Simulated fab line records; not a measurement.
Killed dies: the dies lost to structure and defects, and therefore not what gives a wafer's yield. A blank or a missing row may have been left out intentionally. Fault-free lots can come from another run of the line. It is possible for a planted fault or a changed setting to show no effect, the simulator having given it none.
What tool caused it?    flow n5 finfet    Sampling: 9 lots, 27 wafers, 6 of 1938 route steps

## WHAT THE GAUGES READ, wafer by wafer
N5_FIN_SAQP_CD_MEAS_27 targets a cd of 20 nm.
lot   measured     on         cd nm (nm)
L409  day 2 06:56  cd sem-02  19.75 20.24 20.54
L415  day 3 18:52  cd sem-01  20.74 20.31 20.14
L417  day 4 07:34  cd sem-02  20.43 21.04 20.03
L418  day 4 11:58  cd sem-01  20.29 20.73 20.28
L422  day 5 14:55  cd sem-02  20.68 20.38 20.17
L424  day 6 00:38  cd sem-01  19.84 20.32 20.52
L429  day 7 08:41  cd sem-01  20.08 19.93 20.48
L430  day 7 12:47  cd sem-02  19.98 20.00 20.69
L431  day 7 21:24  cd sem-03  20.31 20.62 20.65

N5_FIN_SAQP_CD_MEAS_37 targets a cd of 8 nm.
lot   measured     on         cd nm (nm)
L409  day 2 09:12  cd sem-03  8.29 8.08 8.28
L415  day 3 21:02  cd sem-03  8.37 7.85 8.35
L417  day 4 09:46  cd sem-01  8.44 8.77 7.94
L418  day 4 14:11  cd sem-02  7.97 8.49 8.03
L422  day 5 18:51  cd sem-01  7.84 7.91 8.17
L424  day 6 02:58  cd sem-02  8.02 8.15 8.45
L429  day 7 10:47  cd sem-02  7.84 8.20 8.02
L430  day 7 15:06  cd sem-02  8.42 8.50 8.19
L431  day 8 00:19  cd sem-02  8.20 8.67 8.38

N5_FIN_SAQP_OCD_MEAS_76.
lot   measured     on      trench depth nm (nm)
L409  day 2 09:18  ocd-02  120.3 116.6 119.5
L415  day 3 21:10  ocd-01  121.0 124.2 121.5
L417  day 4 09:52  ocd-01  120.4 118.8 122.0
L418  day 4 14:17  ocd-01  119.5 121.5 119.4
L422  day 5 18:59  ocd-01  131.7 130.2 128.8
L424  day 6 03:07  ocd-01  127.0 131.5 130.1
L429  day 7 10:53  ocd-02  121.1 122.4 121.3
L430  day 7 15:12  ocd-01  120.5 117.7 118.4
L431  day 8 00:25  ocd-02  121.5 118.9 117.9

N5_BEOL_M4_RC_MEAS_101.
lot   measured      on         DIBL_N (mV/V)   DIBL_P (mV/V)   IOFF_N (nA/um)  IOFF_P (nA/um)  ION_N (uA/um)  ION_P (uA/um)  SS_N (mV/dec)   SS_P (mV/dec)   VT_N (mV)    VT_P (mV)
L409  day 8 00:55   prober-01  37.2 34.5 34.7  36.6 33.5 33.6  0.19 0.13 0.14  0.27 0.20 0.22  692 663 663    476 461 469    72.1 71.3 71.2  73.0 72.5 73.0  249 252 249  -242 -246 -246
L415  day 9 21:30   prober-01  36.4 38.4 38.2  35.2 37.3 37.7  0.15 0.18 0.18  0.18 0.22 0.23  681 685 691    461 458 469    71.3 72.1 72.2  72.5 72.7 73.2  251 248 249  -253 -252 -252
L417  day 10 03:26  prober-01  36.7 36.6 36.5  37.4 37.3 36.7  0.17 0.16 0.15  0.20 0.20 0.20  681 673 662    467 464 454    71.9 71.7 71.5  74.2 73.3 73.5  252 252 254  -252 -256 -253
L418  day 10 10:58  prober-02  34.3 36.5 35.7  35.1 36.9 35.4  0.13 0.17 0.15  0.18 0.20 0.18  666 675 666    454 460 454    70.0 71.4 71.4  72.4 74.1 73.5  252 249 253  -253 -253 -255
L422  day 11 07:40  prober-02  34.6 33.8 34.2  35.2 33.4 34.7  0.13 0.10 0.12  0.20 0.17 0.20  667 646 659    460 448 461    70.5 70.7 70.3  73.4 72.9 73.2  252 257 252  -251 -253 -249
L424  day 11 17:05  prober-02  36.2 36.8 40.8  36.1 35.9 40.3  0.16 0.16 0.26  0.23 0.22 0.31  681 677 686    468 466 469    71.1 70.7 72.2  73.4 72.0 74.1  249 248 241  -244 -248 -242
L429  day 13 14:22  prober-02  36.6 39.4 38.0  36.8 40.1 38.7  0.13 0.18 0.15  0.17 0.21 0.19  658 662 664    447 452 454    71.6 72.6 71.6  73.4 73.8 74.3  256 249 253  -257 -251 -254
L430  day 14 10:43  prober-02  35.5 36.0 35.8  34.4 35.2 34.2  0.15 0.16 0.14  0.20 0.22 0.20  675 678 664    467 466 461    72.0 71.8 71.2  73.6 73.5 73.1  250 246 251  -250 -249 -252
L431  day 13 12:05  prober-02  37.0 35.9 39.1  35.8 34.6 38.2  0.15 0.13 0.19  0.21 0.19 0.25  680 658 690    467 460 470    71.1 70.7 72.1  73.7 72.8 73.5  250 251 246  -247 -250 -248

## TOOL THAT RAN EACH LOT (tool first, then ch and the chambers of the sampled wafers, then the start)
lot   N5_FIN_SAQP_SPACER2_ALD_28        N5_FIN_SAQP_FIN_ETCH_36
L409  ald sin-03 ch 0,2,3, day 2 08:05  rie si-06 ch 1,2,3, day 2 09:05
L415  ald sin-04 ch 0,2,3, day 3 19:53  rie si-06 ch 0,3, day 3 20:54
L417  ald sin-04 ch 0,2, day 4 08:38    rie si-06 ch 0,1,3, day 4 09:38
L418  ald sin-01 ch 0,1,2, day 4 13:09  rie si-01 ch 1,3, day 4 14:04
L422  ald sin-03 ch 0,1,2, day 5 17:52  rie si-06 ch 1,2,3, day 5 18:43
L424  ald sin-04 ch 0,1,2, day 6 01:39  rie si-06 ch 0,2,3, day 6 02:51
L429  ald sin-01 ch 2,3, day 7 09:43    rie si-05 ch 1,3, day 7 10:40
L430  ald sin-01 ch 1,2, day 7 13:55    rie si-01 ch 0,2,3, day 7 14:58
L431  ald sin-01 ch 0,2, day 7 23:17    rie si-01 ch 1,2, day 8 00:11
- N5_FIN_SAQP_SPACER2_ALD_28: deposits SiO2, target thk 8.1 nm, pulse time 1 s, purge time 2 s.
- N5_FIN_SAQP_FIN_ETCH_36: etches the open film in HBr/Cl2/O2, target depth 120 nm, time 50.4 s.

## WHAT THE TOOLS THEMSELVES READ (means of the sampled wafers that have a number; where no wafer has one, the mark that the record gives instead)
N5_FIN_SAQP_SPACER2_ALD_28.
lot   tool        heater power w (W)  precursor pulse height rel
L409  ald sin-03  497                 1.004
L415  ald sin-04  447                 0.989
L417  ald sin-04  446                 1.003
L418  ald sin-01  463                 1.014
L422  ald sin-03  520                 1.008
L424  ald sin-04  431                 1.000
L429  ald sin-01  430                 1.000
L430  ald sin-01  444                 0.994
L431  ald sin-01  468                 1.002

N5_FIN_SAQP_FIN_ETCH_36.
lot   tool       drypump motor current A (A)  oes_o_777_au (a.u.)  oes product au (a.u.)  rf fwd power W (W)  throttle valve pct (%)
L409  rie si-06  5.4                          0.97                 0.982                  795.8               35.9
L415  rie si-06  5.8                          0.98                 1.011                  798.7               36.4
L417  rie si-06  5.6                          0.98                 0.995                  794.6               36.2
L418  rie si-01  6.0                          1.02                 0.994                  796.8               36.1
L422  rie si-06  5.3                          1.41                 1.053                  938.2               35.8
L424  rie si-06  5.9                          1.43                 1.051                  940.3               36.0
L429  rie si-05  5.5                          1.04                 1.002                  796.7               35.9
L430  rie si-01  5.6                          0.99                 0.980                  795.3               36.2
L431  rie si-01  5.9                          0.96                 0.974                  798.2               36.2

## THE ANSWER, worked out from the rows above alone
Rule: the usual values come from the lots themselves. Put in order of their means at a reading, lots are off if they are a third of the lots or fewer, leave a main group of 4 or more, and stand apart from it by a gap of 3 or more times the standard deviation of the main group's means; of several such gaps the widest counts. A main group whose means are all the same, to the digits that the tables above print for the reading, isn't used. Also off: a lot with no number at a reading for which 4 or more lots have one. Where the step has rows for the other lots, those lots are counted as sound. The gauges are gone through in route order, then the tools' own readings, and for those a lot's mean is taken as printed above. At the first step where some lot is off, the reading lying furthest off is the one used; lots without a number count as furthest.
Off, at N5_FIN_SAQP_OCD_MEAS_76 on trench depth nm: L422, L424. Main group: mean 120.2 nm, sd 1.2.
A tool fits if, at a process step before that reading, it ran every lot that is off, and no sound lot after the first of them. The gauges at N5_FIN_SAQP_OCD_MEAS_76 aren't tried: what is off there is off at N5_FIN_SAQP_FIN_ETCH_36 too, on other tools, and a gauge's error can't cause that. One fits: rie si-06 at N5_FIN_SAQP_FIN_ETCH_36. A fault onset in the window from L417 (day 4 09:38, its last sound lot) to L422 (day 5 18:43, its first lot off) fits.
The tool's own readings at N5_FIN_SAQP_FIN_ETCH_36 bear it out: on the lots that are off they differ by more than 5 times the standard deviation of the sound lots' means. oes_o_777_au reads 1.42 a.u. there against 0.99 a.u. on the sound lots; oes product au reads 1.052 a.u. there against 0.991 a.u. on the sound lots; rf fwd power W reads 939.2 W there against 796.6 W on the sound lots.

## WHAT THE SIMULATOR HAD INSERTED
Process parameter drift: rie si-06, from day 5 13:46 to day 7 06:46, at N5_FIN_SAQP_FIN_ETCH_36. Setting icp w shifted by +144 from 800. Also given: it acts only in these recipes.
Shown lots that were struck: L422, L424. This agrees with what the rule above found.
